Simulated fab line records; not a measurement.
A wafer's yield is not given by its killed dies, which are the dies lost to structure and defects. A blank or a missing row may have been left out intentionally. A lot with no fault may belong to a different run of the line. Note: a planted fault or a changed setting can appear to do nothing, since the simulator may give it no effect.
Split-lot experiment	flow n5_finfet	on a route of 1938 steps: 7 lots, 39 wafers read

== THE SPLIT ITSELF ==
At N5_BEOL_M9_TRENCH_ETCH_37 (etches SiCOH lowk in C4F6/O2, target depth 151.43 nm, time 49 s), the setting time_s was moved away from the recipe's 49 s on 18 of the 39 wafers read, by -46.4% to -19.1%. The other wafers ran this setting at the recipe's value.

== FROM THE SPLIT TO THE READING: what the file shows between them, 11 steps ==
- N5_BEOL_M9_ETCH_41: etches SiCN in CH3F/O2, target depth 36.6 nm, time 70.1 s
- N5_BEOL_M9_STRIP_80: strips in N2/H2, time 10 s
- N5_BEOL_M9_OCD_MEAS_38
- N5_BEOL_M9_HM_STRIP_39: strips TiN in peroxide tin strip, target depth 25 nm, time 158 s
- N5_BEOL_M9_SRD_40: time 30 s
- N5_BEOL_M9_ECD_50: material Cu, target thk 318 nm
- N5_BEOL_M9_ANNEAL_51: time 90 s
- N5_BEOL_M9_CMP_52: polishes, stops on SiCOH lowk, t overpolish 7 s, target thk 140 nm
- N5_BEOL_M9_THK_MEAS_53: measures by xrf
- N5_BEOL_M9_PRE_CLEAN_55: time 15 s
- N5_BEOL_M9_DEP_56: deposits SiCN from 3MS/NH3, target thk 15 nm, time 26.5 s

== THE READING ==
At N5_BEOL_M9_RS_MEAS_57, a four-point-probe measurement gives M9_RS in ohm/sq. A value of 0.153 ohm/sq with a standard deviation of 0.0044 ohm/sq is what fault-free wafers of this fab line usually give.

wafer	tool, chamber at the split	time_s as run, s	against the recipe	M9_RS, ohm/sq	against lot-mates on the recipe
L077.1	rie_diel-05, 1	37.14	-24.2%	0.221	+0.065
L077.2	rie_diel-05, 3	37.14	-24.2%	0.223	+0.067
L077.3	rie_diel-05, 0	49	recipe	0.154	-
L077.4	rie_diel-05, 2	37.14	-24.2%	0.216	+0.060
L077.5	rie_diel-05, 1	49	recipe	0.162	-
L077.6	rie_diel-05, 2	49	recipe	0.151	-
L079.1	rie_diel-02, 2	26.25	-46.4%	0.348	+0.195
L079.2	rie_diel-02, 3	49	recipe	0.156	-
L079.3	rie_diel-02, 0	49	recipe	0.151	-
L079.4	rie_diel-02, 1	26.25	-46.4%	0.340	+0.187
L079.5	rie_diel-02, 3	26.25	-46.4%	0.367	+0.214
L079.6	rie_diel-02, 2	49	recipe	0.152	-
L081.1	rie_diel-06, 2	49	recipe	0.149	-
L081.2	rie_diel-06, 0	34.3	-30.0%	0.242	+0.097
L081.3	rie_diel-06, 3	49	recipe	0.143	-
L081.4	rie_diel-06, 1	34.3	-30.0%	0.240	+0.095
L081.5	rie_diel-06, 0	34.3	-30.0%	0.239	+0.094
L081.6	rie_diel-06, 3	49	recipe	0.142	-
L083.1	rie_diel-06, 2	33.18	-32.3%	0.245	+0.100
L083.2	rie_diel-06, 3	49	recipe	0.141	-
L083.3	rie_diel-06, 0	33.18	-32.3%	0.253	+0.108
L083.4	rie_diel-06, 1	49	recipe	0.153	-
L083.5	rie_diel-06, 0	33.18	-32.3%	0.258	+0.113
L083.6	rie_diel-06, 3	49	recipe	0.141	-
L085.1	rie_diel-02, 1	49	recipe	0.156	-
L085.2	rie_diel-02, 0	39.62	-19.1%	0.194	+0.038
L085.3	rie_diel-02, 3	39.62	-19.1%	0.202	+0.046
L085.4	rie_diel-02, 2	49	recipe	0.155	-
L085.5	rie_diel-02, 1	49	recipe	0.158	-
L085.6	rie_diel-02, 2	39.62	-19.1%	0.202	+0.046
L088.1	rie_diel-02, 2	37.61	-23.2%	0.206	+0.055
L088.2	rie_diel-02, 3	49	recipe	0.159	-
L088.3	rie_diel-02, 0	49	recipe	0.148	-
L088.4	rie_diel-02, 1	37.61	-23.2%	0.220	+0.069
L088.5	rie_diel-02, 3	37.61	-23.2%	0.212	+0.061
L088.6	rie_diel-02, 0	49	recipe	0.146	-
L091.3	rie_diel-02, 0	49	recipe	0.149	-
L091.4	rie_diel-02, 3	49	recipe	0.158	-
L091.5	rie_diel-02, 2	49	recipe	0.153	-

THE FIT
A straight line over all 39 wafers: M9_RS changes by -0.00359 ohm/sq for each +1% of time_s; r = -0.96; the points scatter about the line by 0.016 ohm/sq.
The same after taking each lot's own level away (the mean of its wafers on the recipe; 39 wafers): -0.00362 ohm/sq for each +1%; r = -0.97; scatter 0.015 ohm/sq.
Per that fit: largest time_s move, reading shift of 0.17 ohm/sq.
From 0.1447 to 0.1563 ohm/sq: that is the span of the lots' own levels, equal to 2.7 times the standard deviation above.
Hence the lot-to-lot level has little effect on the slope; both slopes agree.
Check: for one of the wafers moved furthest among these (-46.4%), held out of the fit, the line's prediction against its lot-mates is +0.158 ohm/sq. It came out at +0.195 ohm/sq against them.

== ADDITIONAL SPLITS CARRIED BY THESE WAFERS ==
Note: prior to the reading, these wafers also went through further splits. Each is held against what the fit with the lots' levels taken away leaves over:
other split on the same wafers	wafers away from the commonest value	r with M9_RS (lot level and that fit taken away)
N5_BEOL_M7_ILD_DEP_00 time_s	15	+0.20
N5_BEOL_M7_DESCUM_33 time_s	12	-0.16

== THE WHOLE CHAIN: every reading that the file lists as answering this split, in the file's order ==
step	what it does	reading	change (the file's fit)	r (the file's)
N5_BEOL_M9_TRENCH_ETCH_37	etches SiCOH lowk in C4F6/O2, target depth 151.43 nm, time 49 s	etch.depth_nm (the simulator's own value, which no gauge read)	+1.59 nm for each +1% of the setting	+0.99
N5_BEOL_M9_TRENCH_ETCH_37	etches SiCOH lowk in C4F6/O2, target depth 151.43 nm, time 49 s	BEOL_M9.feature_depth_nm (the simulator's own value, which no gauge read)	+1.59 nm for each +1% of the setting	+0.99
N5_BEOL_M9_TRENCH_ETCH_37	etches SiCOH lowk in C4F6/O2, target depth 151.43 nm, time 49 s	TiN_of_BEOL_M9_HM_DEP_02.thk_nm (the simulator's own value, which no gauge read)	-0.0438 nm for each +1% of the setting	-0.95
N5_BEOL_M9_OCD_MEAS_38		trench_depth_nm	+1.59 nm for each +1% of the setting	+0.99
N5_BEOL_M9_CMP_52	polishes, stops on SiCOH lowk, t overpolish 7 s, target thk 140 nm	Cu_of_BEOL_M9_ECD_50.thk_nm (the simulator's own value, which no gauge read)	+1.6 nm for each +1% of the setting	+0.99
N5_BEOL_M9_THK_MEAS_53	measures by xrf	M9_THK	+1.62 for each +1% of the setting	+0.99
N5_BEOL_M9_RS_MEAS_57	measures by four-point-probe	M9_RS	-0.00347 for each +1% of the setting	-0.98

== THE FILE'S OWN FIT ==
M9_RS changes by -0.00347 ohm/sq for each +1% of time_s, r = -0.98.
